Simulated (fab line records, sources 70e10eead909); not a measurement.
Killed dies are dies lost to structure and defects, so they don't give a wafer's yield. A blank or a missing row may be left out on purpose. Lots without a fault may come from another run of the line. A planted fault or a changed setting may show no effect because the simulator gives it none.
Chamber matching | flow nand_harc | NHARC_P_M2_STRIP_18 on rie_diel-04: 4 sister chambers
The step strips in N2/H2. 18 wafers are shown with their chamber, then 9 later ones without.

WAFERS WITH THEIR CHAMBER
wafer  | chamber | rf_vpp_V (V) | oes_product_au (a.u.) | throttle_valve_pct (%)
L075.1 | 1       | 91.5         | 0.999                 | 14.193
L075.2 | 2       | 88.4         | 0.975                 | 14.163
L075.5 | 0       | 90.7         | 0.998                 | 14.182
L078.4 | 3       | 89.9         | 0.988                 | 14.169
L078.5 | 2       | 90.7         | 0.983                 | 14.170
L078.6 | 3       | 92.0         | 0.993                 | 14.170
L082.2 | 1       | 91.1         | 0.988                 | 14.159
L082.4 | 2       | 90.3         | 1.012                 | 14.170
L082.6 | 2       | 89.5         | 0.994                 | 14.172
L084.1 | 2       | 89.3         | 1.011                 | 14.179
L084.2 | 0       | 91.1         | 1.005                 | 14.159
L084.3 | 3       | 90.6         | 1.020                 | 14.184
L086.2 | 1       | 89.8         | 0.978                 | 14.181
L086.4 | 2       | 87.1         | 1.006                 | 14.165
L086.6 | 0       | 90.7         | 0.997                 | 14.177
L088.3 | 3       | 91.3         | 1.001                 | 14.173
L088.5 | 1       | 91.4         | 0.980                 | 14.173
L088.6 | 0       | 89.8         | 0.990                 | 14.174

SIGNATURES (means of the wafers above)
reading            | chamber 0 | chamber 1 | chamber 2 | chamber 3 | scatter within a chamber
rf_vpp_V           | 90.575    | 90.950    | 89.217    | 90.950    | 0.993
oes_product_au     | 0.99750   | 0.98625   | 0.99683   | 1.00050   | 0.0124
throttle_valve_pct | 14.17300  | 14.17650  | 14.16983  | 14.17400  | 0.00928
Rule: a wafer's distance from a chamber is the root of the sum, over the readings, of the square of ((its reading less the chamber's mean) divided by the reading's scatter). The wafer belongs to the nearest chamber; if the next one is less than 2 further off, it can't be placed. The scatter: the root of (the sum of the squares of (reading less its chamber's mean) over the shown wafers, divided by (wafers less chambers)).

WAFERS WITHOUT THEIR CHAMBER
wafer  | rf_vpp_V (V) | oes_product_au (a.u.) | throttle_valve_pct (%)
L090.1 | 90.7         | 0.999                 | 14.170
L090.2 | 92.0         | 1.002                 | 14.162
L090.3 | 93.6         | 0.982                 | 14.177
L092.1 | 90.1         | 0.992                 | 14.179
L092.3 | 90.6         | 1.003                 | 14.163
L092.5 | 90.5         | 0.998                 | 14.173
L094.1 | 91.2         | 1.009                 | 14.175
L094.4 | 90.8         | 1.008                 | 14.175
L094.5 | 89.3         | 0.996                 | 14.183

WHICH CHAMBER EACH WENT THROUGH
wafer  | from the rows above               | in truth
L090.1 | can't be placed: 0 or 3 or 1 or 2 | 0
L090.2 | can't be placed: 3 or 0 or 1 or 2 | 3
L090.3 | can't be placed: 1 or 3 or 0 or 2 | 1
L092.1 | can't be placed: 0 or 1 or 3 or 2 | 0
L092.3 | can't be placed: 0 or 3 or 2 or 1 | 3
L092.5 | can't be placed: 0 or 3 or 1 or 2 | 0
L094.1 | can't be placed: 3 or 0 or 1 or 2 | 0
L094.4 | can't be placed: 3 or 0 or 1 or 2 | 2
L094.5 | can't be placed: 2 or 0 or 3 or 1 | 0
Placed correctly: 0 of 9. Can't be placed from these rows: 9 (the true chamber is among the candidates in 9). Placed wrongly: 0.
